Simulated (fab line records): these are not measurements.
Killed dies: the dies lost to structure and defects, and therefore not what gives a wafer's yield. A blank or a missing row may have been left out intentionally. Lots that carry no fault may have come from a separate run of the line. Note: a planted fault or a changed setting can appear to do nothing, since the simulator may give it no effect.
Which tool was responsible?    flow nand_harc    13 lots with 38 wafers sampled at 6 steps, on a route of 1159 steps

## WHAT THE GAUGES READ, wafer by wafer
NHARC_A_SOURCE_PLATE_THK_MEAS_06: measures by ellipsometry.
lot   measured      on             thk_nm (nm)
L581  day 7 20:42   film_metro-02  200.9 198.8 198.8
L583  day 8 03:42   film_metro-02  201.3 202.1 203.1
L584  day 8 13:16   film_metro-02  203.3 201.5 201.0
L587  day 8 13:15   film_metro-01  200.9 198.3 200.3
L586  day 8 18:47   film_metro-01  199.6 200.0 199.6
L588  day 9 04:25   film_metro-02  201.4 202.0 202.1
L589  day 9 18:43   film_metro-02  196.8 196.6 196.8
L595  day 11 11:21  film_metro-01  202.3 201.4 198.8
L598  day 11 14:59  film_metro-02  199.8 201.1 199.8
L597  day 11 14:59  film_metro-01  200.2 203.1
L599  day 11 22:25  film_metro-01  200.7 204.8 202.1
L603  day 12 16:01  film_metro-01  202.5 201.3 200.1
L604  day 13 08:36  film_metro-02  197.8 200.5 199.6

NHARC_A_ONON_D1_THK_MEAS_05: measures by ellipsometry.
lot   measured      on             thk_nm (nm)
L581  day 7 21:55   film_metro-01  1007 1009 1006
L583  day 8 04:56   film_metro-02  994 997 998
L584  day 8 14:28   film_metro-01  1007 1007 1006
L587  day 8 14:27   film_metro-01  1023 1024 1025
L586  day 8 20:01   film_metro-01  999 998 997
L588  day 9 05:39   film_metro-02  983 984 983
L589  day 9 19:58   film_metro-02  998 996 996
L595  day 11 12:34  film_metro-02  1003 1003 1004
L598  day 11 16:11  film_metro-01  986 985 985
L597  day 11 16:13  film_metro-02  510 1014
L599  day 11 23:44  film_metro-02  495 494 1001
L603  day 12 17:16  film_metro-01  496 1003 1004
L604  day 13 09:49  film_metro-01  1012 1011 1012

NHARC_END_SORT_01.
lot   measured      on         killed_at_array  killed_at_other  killed_at_periphery  killed_dies  killed_open  killed_short
L597  day 23 10:20  prober-02  672 28           0 0              5 5                  677 33       5 1          1 3
L599  day 24 03:47  prober-02  670 671 32       1 3 0            6 3 6                677 677 38   2 3 3        2 2 1
L603  day 24 11:37  prober-02  675 47 32        1 0 1            1 5 4                677 52 37    4 5 6        1 3 3

## EACH LOT AND THE TOOL THAT RAN IT (in order: tool; ch and the chambers of the sampled wafers; start)
lot   NHARC_P_M2_DEP_33                NHARC_P_BONDPAD_DEGAS_25      NHARC_A_ONON_D1_DEP_03
L581  pecvd-03 ch 0,1,2, day 6 10:28   pvd_sputter-01, day 6 13:15   pecvd_onon-04 ch 0, day 7 21:28
L583  pecvd-03 ch 0,2, day 6 22:41     pvd_sputter-01, day 7 01:58   pecvd_onon-02 ch 0, day 8 04:29
L584  pecvd-03 ch 0,1,2, day 7 11:31   pvd_sputter-02, day 7 14:20   pecvd_onon-04 ch 0, day 8 14:04
L587  pecvd-01 ch 0,1,2, day 7 12:37   pvd_sputter-02, day 7 15:21   pecvd_onon-03 ch 0, day 8 13:56
L586  pecvd-01 ch 0,1,2, day 7 13:16   pvd_sputter-02, day 7 15:57   pecvd_onon-04 ch 0, day 8 19:34
L588  pecvd-04 ch 1,2, day 8 00:02     pvd_sputter-01, day 8 02:53   pecvd_onon-03 ch 0, day 9 05:08
L589  pecvd-04 ch 0,1,2, day 8 15:06   pvd_sputter-03, day 8 17:52   pecvd_onon-03 ch 0, day 9 19:31
L595  pecvd-03 ch 0,1,2, day 10 05:52  pvd_sputter-02, day 10 08:41  pecvd_onon-04 ch 0, day 11 12:07
L598  pecvd-04 ch 0,2, day 10 11:18    pvd_sputter-01, day 10 14:05  pecvd_onon-02 ch 0, day 11 15:40
L597  pecvd-01 ch 1,2, day 10 12:05    pvd_sputter-02, day 10 14:49  pecvd_onon-04 ch 0, day 11 15:40
L599  pecvd-04 ch 1,2, day 10 18:51    pvd_sputter-03, day 10 21:38  pecvd_onon-04 ch 0, day 11 23:13
L603  pecvd-01 ch 0,1,2, day 11 12:56  pvd_sputter-02, day 11 15:35  pecvd_onon-04 ch 0, day 12 16:46
L604  pecvd-04 ch 0,1,2, day 12 05:24  pvd_sputter-03, day 12 08:12  pecvd_onon-03 ch 0, day 13 09:22
- NHARC_P_M2_DEP_33: deposits SiCN, target thk 30 nm.
- NHARC_P_BONDPAD_DEGAS_25: time 60 s.
- NHARC_A_ONON_D1_DEP_03: target thk 1000 nm.

## AS READ BY THE TOOLS THEMSELVES (means over the sampled wafers that have a number; for cases with no such wafer, the mark the record gives instead)
NHARC_P_M2_DEP_33.
lot   tool      chamber_pressure_Torr (Torr)  heater_power_w (W)  susceptor_temp_C (C)
L581  pecvd-03  3.002                         625                 370.09
L583  pecvd-03  3.003                         581                 369.89
L584  pecvd-03  3.002                         631                 370.24
L587  pecvd-01  2.999                         607                 370.02
L586  pecvd-01  3.002                         589                 370.11
L588  pecvd-04  3.003                         635                 369.99
L589  pecvd-04  3.004                         637                 370.44
L595  pecvd-03  2.998                         606                 370.00
L598  pecvd-04  2.999                         639                 369.95
L597  pecvd-01  3.005                         560                 369.99
L599  pecvd-04  2.998                         644                 369.90
L603  pecvd-01  3.000                         551                 369.85
L604  pecvd-04  3.007                         639                 370.14

NHARC_P_BONDPAD_DEGAS_25.
lot   tool            heater_power_w (W)  susceptor_temp_C (C)
L581  pvd_sputter-01  504                 300.13
L583  pvd_sputter-01  462                 299.92
L584  pvd_sputter-02  450                 300.10
L587  pvd_sputter-02  448                 299.89
L586  pvd_sputter-02  445                 299.96
L588  pvd_sputter-01  473                 300.11
L589  pvd_sputter-03  456                 299.87
L595  pvd_sputter-02  438                 299.94
L598  pvd_sputter-01  471                 -
L597  pvd_sputter-02  442                 300.09
L599  pvd_sputter-03  434                 299.95
L603  pvd_sputter-02  434                 300.03
L604  pvd_sputter-03  526                 299.86

NHARC_A_ONON_D1_DEP_03.
lot   tool           susceptor_temp_C (C)
L581  pecvd_onon-04  399.98
L583  pecvd_onon-02  400.10
L584  pecvd_onon-04  400.28
L587  pecvd_onon-03  400.24
L586  pecvd_onon-04  400.22
L588  pecvd_onon-03  400.28
L589  pecvd_onon-03  400.33
L595  pecvd_onon-04  399.80
L598  pecvd_onon-02  399.67
L597  pecvd_onon-04  399.82
L599  pecvd_onon-04  399.79
L603  pecvd_onon-04  400.03
L604  pecvd_onon-03  399.99

## THE ANSWER, worked out from the rows above alone
Rule: the usual values come from the lots themselves. Put in order of their means at a reading, lots are off if they are a third of the lots or fewer, leave a main group of 4 or more, and stand apart from it by a gap of 3 or more times the standard deviation of the main group's means; of several such gaps the widest counts. A main group is skipped when, at the precision printed for the reading in the tables above, its means are all equal. Also off: a lot with no number at a reading for which 4 or more lots have one. All remaining lots with rows at the step are treated as sound. The gauges are gone through in route order, then the tools' own readings, and for those a lot's mean is taken as printed above. At the first step where some lot is off, the reading lying furthest off is the one used; lots without a number count as furthest.
Off: L597, L599, L603 (NHARC_A_ONON_D1_THK_MEAS_05, thk_nm). The main group: mean 1001 nm, standard deviation 12.
A tool fits if, at a process step before that reading, it ran every lot that is off, and no sound lot after the first of them. Those tools and the gauges at NHARC_A_ONON_D1_THK_MEAS_05 are tried in the same way. One fits: NHARC_A_ONON_D1_DEP_03 on pecvd_onon-04. A fault onset in the window from L595 (day 11 12:07, its last sound lot) to L597 (day 11 15:40, its first lot off) fits.

## WHAT WAS PUT IN BY THE SIMULATOR
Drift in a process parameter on pecvd_onon-04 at NHARC_A_ONON_D1_DEP_03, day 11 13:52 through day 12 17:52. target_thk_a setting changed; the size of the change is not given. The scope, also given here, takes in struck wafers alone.
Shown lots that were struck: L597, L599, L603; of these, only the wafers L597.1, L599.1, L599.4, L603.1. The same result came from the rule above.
